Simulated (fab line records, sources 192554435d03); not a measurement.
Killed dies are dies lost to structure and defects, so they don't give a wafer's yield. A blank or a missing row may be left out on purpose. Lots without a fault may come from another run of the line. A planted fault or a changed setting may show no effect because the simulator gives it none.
Split-lot experiment | flow n5_finfet | 7 lots, 39 wafers read, on a route of 1938 steps

THE SPLIT
At N5_DUMMY_GATE_ETCH_32 (etches SiO2 in CF4, target depth 3.5 nm, time 3.9 s), the setting time_s was moved away from the recipe's 3.9 s on 9 of the 39 wafers read, by -18.4% to -8.5%. The other wafers ran this setting at the recipe's value.

The reading is taken at the split's own step.

THE READING
etch.depth_nm (the simulator's own value, which no gauge read), in nm, at N5_DUMMY_GATE_ETCH_32 (etches SiO2 in CF4, target depth 3.5 nm, time 3.9 s). The file gives no usual value for it. The 30 wafers here that ran the recipe average 3.524 nm, standard deviation 0.05 nm.

wafer  | tool, chamber at the split | time_s as run, s | against the recipe | etch.depth_nm, nm | against lot-mates on the recipe
L075.1 | rie_si-04, 1               | 3.404            | -12.7%             | 3.043             | -0.503
L075.2 | rie_si-04, 3               | 3.404            | -12.7%             | 3.12              | -0.426
L075.3 | rie_si-04, 2               | 3.9              | recipe             | 3.572             | -
L075.4 | rie_si-04, 2               | 3.9              | recipe             | 3.557             | -
L075.5 | rie_si-04, 3               | 3.404            | -12.7%             | 3.098             | -0.448
L075.6 | rie_si-04, 1               | 3.9              | recipe             | 3.509             | -
L076.1 | rie_si-01, 1               | 3.9              | recipe             | 3.548             | -
L076.2 | rie_si-01, 3               | 3.9              | recipe             | 3.483             | -
L076.3 | rie_si-01, 2               | 3.9              | recipe             | 3.612             | -
L076.4 | rie_si-01, 1               | 3.9              | recipe             | 3.523             | -
L076.5 | rie_si-01, 3               | 3.9              | recipe             | 3.443             | -
L076.6 | rie_si-01, 2               | 3.9              | recipe             | 3.583             | -
L079.1 | rie_si-01, 3               | 3.9              | recipe             | 3.437             | -
L079.2 | rie_si-01, 2               | 3.9              | recipe             | 3.58              | -
L079.3 | rie_si-01, 1               | 3.9              | recipe             | 3.504             | -
L079.4 | rie_si-01, 2               | 3.9              | recipe             | 3.574             | -
L079.5 | rie_si-01, 3               | 3.9              | recipe             | 3.48              | -
L079.6 | rie_si-01, 1               | 3.9              | recipe             | 3.468             | -
L081.1 | rie_si-01, 0               | 3.9              | recipe             | 3.516             | -
L081.2 | rie_si-01, 2               | 3.9              | recipe             | 3.572             | -
L081.3 | rie_si-01, 3               | 3.9              | recipe             | 3.462             | -
L081.4 | rie_si-01, 1               | 3.183            | -18.4%             | 2.845             | -0.672
L081.5 | rie_si-01, 0               | 3.183            | -18.4%             | 2.866             | -0.651
L081.6 | rie_si-01, 3               | 3.183            | -18.4%             | 2.812             | -0.705
L086.1 | rie_si-01, 3               | 3.9              | recipe             | 3.489             | -
L086.3 | rie_si-01, 2               | 3.9              | recipe             | 3.614             | -
L086.4 | rie_si-01, 0               | 3.9              | recipe             | 3.529             | -
L090.1 | rie_si-04, 1               | 3.9              | recipe             | 3.471             | -
L090.2 | rie_si-04, 0               | 3.9              | recipe             | 3.489             | -
L090.3 | rie_si-04, 2               | 3.9              | recipe             | 3.597             | -
L090.4 | rie_si-04, 3               | 3.9              | recipe             | 3.509             | -
L090.5 | rie_si-04, 1               | 3.9              | recipe             | 3.479             | -
L090.6 | rie_si-04, 2               | 3.9              | recipe             | 3.556             | -
L092.1 | rie_si-01, 1               | 3.57             | -8.5%              | 3.232             | -0.293
L092.2 | rie_si-01, 2               | 3.9              | recipe             | 3.584             | -
L092.3 | rie_si-01, 3               | 3.9              | recipe             | 3.477             | -
L092.4 | rie_si-01, 0               | 3.9              | recipe             | 3.514             | -
L092.5 | rie_si-01, 2               | 3.57             | -8.5%              | 3.281             | -0.244
L092.6 | rie_si-01, 3               | 3.57             | -8.5%              | 3.161             | -0.364

THE FIT
A straight line over all 39 wafers: etch.depth_nm changes by +0.0362 nm for each +1% of time_s; r = +0.98; the points scatter about the line by 0.05 nm.
The same after taking each lot's own level away (the mean of its wafers on the recipe; 39 wafers): +0.0364 nm for each +1%; r = +0.98; scatter 0.048 nm.
On that fit, the largest move of time_s shifts the reading by 0.67 nm.
The lots' own levels span 3.5072 to 3.5460 nm, that is 0.8 times the standard deviation above.
So the lot-to-lot level changes the slope little: the two slopes agree.
Check: with one of the wafers moved furthest among these (-18.4%) left out of the fit, the line predicts -0.669 nm for it against its lot-mates. It came out at -0.672 nm against them.

OTHER SPLITS ON THESE WAFERS
These wafers also went through other splits before the reading. Each is held against what the fit with the lots' levels taken away leaves over:
other split on the same wafers               | wafers away from the commonest value | r with etch.depth_nm (lot level and that fit taken away)
N5_PMOS_HMC_CHANNEL_EPI_FIN_RECESS_16 time_s | 15                                   | -0.25
N5_PMOS_HMC_CHANNEL_EPI_EPI_20 temp_c        | 15                                   | -0.22
N5_FIN_CUT_EXPOSE_05 dose_mj                 | 9                                    | +0.19
N5_FIN_CUT_ETCH_21 time_s                    | 15                                   | -0.09

THE FILE'S OWN FIT
etch.depth_nm changes by +0.0364 nm for each +1% of time_s, r = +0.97.
